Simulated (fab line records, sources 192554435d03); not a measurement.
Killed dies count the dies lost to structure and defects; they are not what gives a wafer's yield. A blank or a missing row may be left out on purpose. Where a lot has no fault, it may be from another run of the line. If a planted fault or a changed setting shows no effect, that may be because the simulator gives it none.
Chamber matching / flow n5Finfet / N5_BEOL_M13_DESCUM_15 on rieDiel-03 has 3 sister chambers
The step chemistry O2, time 7.9 s. 14 wafers are shown with their chamber, then 6 later ones without.

== WAFERS PAIRED WITH THEIR CHAMBERS ==
wafer=L077.2; chamber=1; throttleValvePct (%)=20.56; oesProductAu (a.u.)=0.74; drypumpMotorCurrentA (A)=5.61
wafer=L077.3; chamber=2; throttleValvePct (%)=20.64; oesProductAu (a.u.)=0.75; drypumpMotorCurrentA (A)=5.70
wafer=L077.4; chamber=3; throttleValvePct (%)=20.16; oesProductAu (a.u.)=0.92; drypumpMotorCurrentA (A)=5.79
wafer=L081.1; chamber=3; throttleValvePct (%)=20.16; oesProductAu (a.u.)=0.92; drypumpMotorCurrentA (A)=5.79
wafer=L081.5; chamber=1; throttleValvePct (%)=20.57; oesProductAu (a.u.)=0.74; drypumpMotorCurrentA (A)=5.57
wafer=L081.6; chamber=2; throttleValvePct (%)=20.68; oesProductAu (a.u.)=0.74; drypumpMotorCurrentA (A)=5.71
wafer=L083.2; chamber=1; throttleValvePct (%)=20.58; oesProductAu (a.u.)=0.73; drypumpMotorCurrentA (A)=5.60
wafer=L083.4; chamber=3; throttleValvePct (%)=20.15; oesProductAu (a.u.)=0.91; drypumpMotorCurrentA (A)=5.77
wafer=L083.6; chamber=3; throttleValvePct (%)=20.16; oesProductAu (a.u.)=0.91; drypumpMotorCurrentA (A)=5.78
wafer=L087.1; chamber=2; throttleValvePct (%)=20.69; oesProductAu (a.u.)=0.73; drypumpMotorCurrentA (A)=5.70
wafer=L087.2; chamber=3; throttleValvePct (%)=20.17; oesProductAu (a.u.)=0.89; drypumpMotorCurrentA (A)=5.78
wafer=L087.5; chamber=2; throttleValvePct (%)=20.69; oesProductAu (a.u.)=0.74; drypumpMotorCurrentA (A)=5.71
wafer=L086.3; chamber=3; throttleValvePct (%)=20.19; oesProductAu (a.u.)=0.88; drypumpMotorCurrentA (A)=5.80
wafer=L086.4; chamber=2; throttleValvePct (%)=20.69; oesProductAu (a.u.)=0.73; drypumpMotorCurrentA (A)=5.74

SIGNATURES (means of the wafers above)
reading=throttleValvePct; chamber 1=20.5700; chamber 2=20.6780; chamber 3=20.1650; scatter within a chamber=0.0166
reading=oesProductAu; chamber 1=0.7367; chamber 2=0.7380; chamber 3=0.9050; scatter within a chamber=0.0124
reading=drypumpMotorCurrentA; chamber 1=5.5933; chamber 2=5.7120; chamber 3=5.7850; scatter within a chamber=0.0151
Rule: a wafer's distance from a chamber is the root of the sum, over the readings, of the square of ((its reading less the chamber's mean) divided by the reading's scatter). If the next closest chamber is less than 2 further off than the closest, the wafer can't be placed; otherwise it belongs to the closest. The scatter is the square root of a quotient: the sum, over the shown wafers, of each reading's squared deviation from its chamber's mean, divided by wafers minus chambers.

== WAFERS WITHOUT THEIR CHAMBER ==
wafer=L092.1; throttleValvePct (%)=20.20; oesProductAu (a.u.)=0.86; drypumpMotorCurrentA (A)=5.77
wafer=L092.2; throttleValvePct (%)=20.60; oesProductAu (a.u.)=0.72; drypumpMotorCurrentA (A)=5.56
wafer=L092.5; throttleValvePct (%)=20.20; oesProductAu (a.u.)=0.87; drypumpMotorCurrentA (A)=5.78
wafer=L096.1; throttleValvePct (%)=20.20; oesProductAu (a.u.)=0.85; drypumpMotorCurrentA (A)=5.78
wafer=L096.4; throttleValvePct (%)=20.70; oesProductAu (a.u.)=0.72; drypumpMotorCurrentA (A)=5.75
wafer=L096.5; throttleValvePct (%)=20.61; oesProductAu (a.u.)=0.70; drypumpMotorCurrentA (A)=5.56

== CHAMBER TAKEN BY EACH ==
wafer=L092.1; from the rows above=3; in truth=3
wafer=L092.2; from the rows above=1; in truth=1
wafer=L092.5; from the rows above=3; in truth=3
wafer=L096.1; from the rows above=3; in truth=3
wafer=L096.4; from the rows above=2; in truth=2
wafer=L096.5; from the rows above=1; in truth=1
6 of 6 placed correctly. Can't be placed from these rows: 0. 0 placed wrongly.
